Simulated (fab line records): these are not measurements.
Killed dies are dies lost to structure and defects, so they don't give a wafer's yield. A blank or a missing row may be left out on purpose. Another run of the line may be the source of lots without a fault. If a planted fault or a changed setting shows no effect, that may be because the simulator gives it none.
Which of the tools did it? | flow nand_harc | 18 wafers sampled from 6 lots at 1 step of a route of 1302

## WHAT THE GAUGES READ, wafer by wafer
NHARC_A_BLC_OVL_MEAS_11.
lot  | measured     | on         | overlay_x_nm (nm)
L333 | day 23 03:03 | overlay-01 | 0.5 -0.1 0.3
L336 | day 24 21:15 | overlay-01 | 2.3 2.1 1.7
L347 | day 28 22:35 | overlay-01 | -0.9 0.0 -0.5
L345 | day 29 15:43 | overlay-01 | 0.9 0.5 0.8
L349 | day 30 09:13 | overlay-01 | 0.4 0.0 1.3
L353 | day 31 13:45 | overlay-02 | 0.1 -0.5 -0.1

## WHAT TOOL EACH LOT RAN ON (gives the tool, then ch and the chambers of the sampled wafers, and finally the start)
Before these readings, the record contains no process step.

## THE ANSWER, worked out from the rows above alone
Rule: the lots themselves supply what counts as usual. The widest of any qualifying gaps counts: lots, ordered by their means at a reading, are off when they make up no more than a third of the lots, leave a main group of 4 or more, and stand apart from it by 3 or more times the standard deviation of that group's means. Not used: any main group whose means are identical at the precision the tables above print for the reading. A lot without any number at a reading at which 4 lots or more have one is off too. The other lots that the step has rows for count as sound.
No lot is off at any reading shown: from this, nothing can be told.

## WHAT WAS PUT IN BY THE SIMULATOR
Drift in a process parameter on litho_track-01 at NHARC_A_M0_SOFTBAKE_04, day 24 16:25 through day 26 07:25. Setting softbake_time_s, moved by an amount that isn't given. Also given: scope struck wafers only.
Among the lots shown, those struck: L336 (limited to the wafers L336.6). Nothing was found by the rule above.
